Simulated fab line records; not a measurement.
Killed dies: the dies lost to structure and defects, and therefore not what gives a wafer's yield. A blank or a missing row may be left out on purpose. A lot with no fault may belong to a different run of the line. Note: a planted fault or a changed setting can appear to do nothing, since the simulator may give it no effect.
Matching of chambers :: flow nandHarc :: cmp-02 running NHARC_A_CONTACT_CMP_20: 4 sister chambers
The step polishes, t overpolish 30 s, target thk 300 nm. 14 wafers are shown with their chamber, then 7 later ones without.

WAFERS, EACH WITH ITS CHAMBER
wafer: L076.3
chamber: 3
motorCurrentA (A): 13.4
timeToEndpointS (s): 72
overpolishRunS (s): 29.990

wafer: L076.4
chamber: 2
motorCurrentA (A): 14.3
timeToEndpointS (s): 63
overpolishRunS (s): 30.000

wafer: L076.5
chamber: 2
motorCurrentA (A): 14.0
timeToEndpointS (s): 64
overpolishRunS (s): 29.999

wafer: L080.3
chamber: 2
motorCurrentA (A): 14.1
timeToEndpointS (s): 62
overpolishRunS (s): 30.014

wafer: L080.5
chamber: 1
motorCurrentA (A): 9.9
timeToEndpointS (s): 63
overpolishRunS (s): 30.005

wafer: L080.6
chamber: 0
motorCurrentA (A): 10.7
timeToEndpointS (s): 68
overpolishRunS (s): 29.984

wafer: L082.3
chamber: 2
motorCurrentA (A): 12.7
timeToEndpointS (s): 57
overpolishRunS (s): 29.988

wafer: L082.4
chamber: 1
motorCurrentA (A): 9.9
timeToEndpointS (s): 60
overpolishRunS (s): 30.012

wafer: L082.5
chamber: 0
motorCurrentA (A): 10.8
timeToEndpointS (s): 62
overpolishRunS (s): 30.002

wafer: L086.3
chamber: 2
motorCurrentA (A): 14.2
timeToEndpointS (s): 58
overpolishRunS (s): 29.992

wafer: L086.4
chamber: 0
motorCurrentA (A): 10.7
timeToEndpointS (s): 63
overpolishRunS (s): 30.002

wafer: L086.6
chamber: 2
motorCurrentA (A): 14.4
timeToEndpointS (s): 56
overpolishRunS (s): 29.995

wafer: L090.3
chamber: 1
motorCurrentA (A): 10.2
timeToEndpointS (s): 65
overpolishRunS (s): 29.997

wafer: L090.4
chamber: 3
motorCurrentA (A): 13.1
timeToEndpointS (s): 65
overpolishRunS (s): 30.005

SIGNATURES (means of the wafers above)
reading: motorCurrentA
chamber 0: 10.733
chamber 1: 10.000
chamber 2: 13.950
chamber 3: 13.250
scatter within a chamber: 0.457

reading: timeToEndpointS
chamber 0: 64.33
chamber 1: 62.67
chamber 2: 60.00
chamber 3: 68.50
scatter within a chamber: 3.4

reading: overpolishRunS
chamber 0: 29.99600
chamber 1: 30.00467
chamber 2: 29.99800
chamber 3: 29.99750
scatter within a chamber: 0.0092
Rule: distance of a wafer from a chamber = root of the sum over the readings of ((wafer's reading minus chamber's mean) / reading's scatter) squared. If the next closest chamber is less than 2 further off than the closest, the wafer can't be placed; otherwise it belongs to the closest. The scatter: take each reading less its chamber's mean, square it, sum over the shown wafers, divide by the number of wafers less the number of chambers, and take the root.

WAFERS MISSING THEIR CHAMBER
wafer: L090.5
motorCurrentA (A): 10.7
timeToEndpointS (s): 64
overpolishRunS (s): 29.993

wafer: L095.2
motorCurrentA (A): 10.2
timeToEndpointS (s): 60
overpolishRunS (s): 29.997

wafer: L095.3
motorCurrentA (A): 10.9
timeToEndpointS (s): 61
overpolishRunS (s): 29.997

wafer: L095.5
motorCurrentA (A): 9.8
timeToEndpointS (s): 60
overpolishRunS (s): 29.993

wafer: L096.3
motorCurrentA (A): 14.1
timeToEndpointS (s): 57
overpolishRunS (s): 29.998

wafer: L096.5
motorCurrentA (A): 10.5
timeToEndpointS (s): 62
overpolishRunS (s): 29.993

wafer: L096.6
motorCurrentA (A): 11.3
timeToEndpointS (s): 62
overpolishRunS (s): 30.006

WHICH CHAMBER EACH WENT THROUGH
wafer: L090.5
from the rows above: can't be placed: 0 or 1
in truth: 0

wafer: L095.2
from the rows above: can't be placed: 1 or 0
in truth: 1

wafer: L095.3
from the rows above: can't be placed: 0 or 1
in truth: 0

wafer: L095.5
from the rows above: can't be placed: 1 or 0
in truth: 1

wafer: L096.3
from the rows above: 2
in truth: 2

wafer: L096.5
from the rows above: can't be placed: 0 or 1
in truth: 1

wafer: L096.6
from the rows above: can't be placed: 0 or 1
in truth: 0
1 of 7 placed correctly. Not placeable from these rows: 6 (in 6, the candidates include the true chamber). 0 placed wrongly.
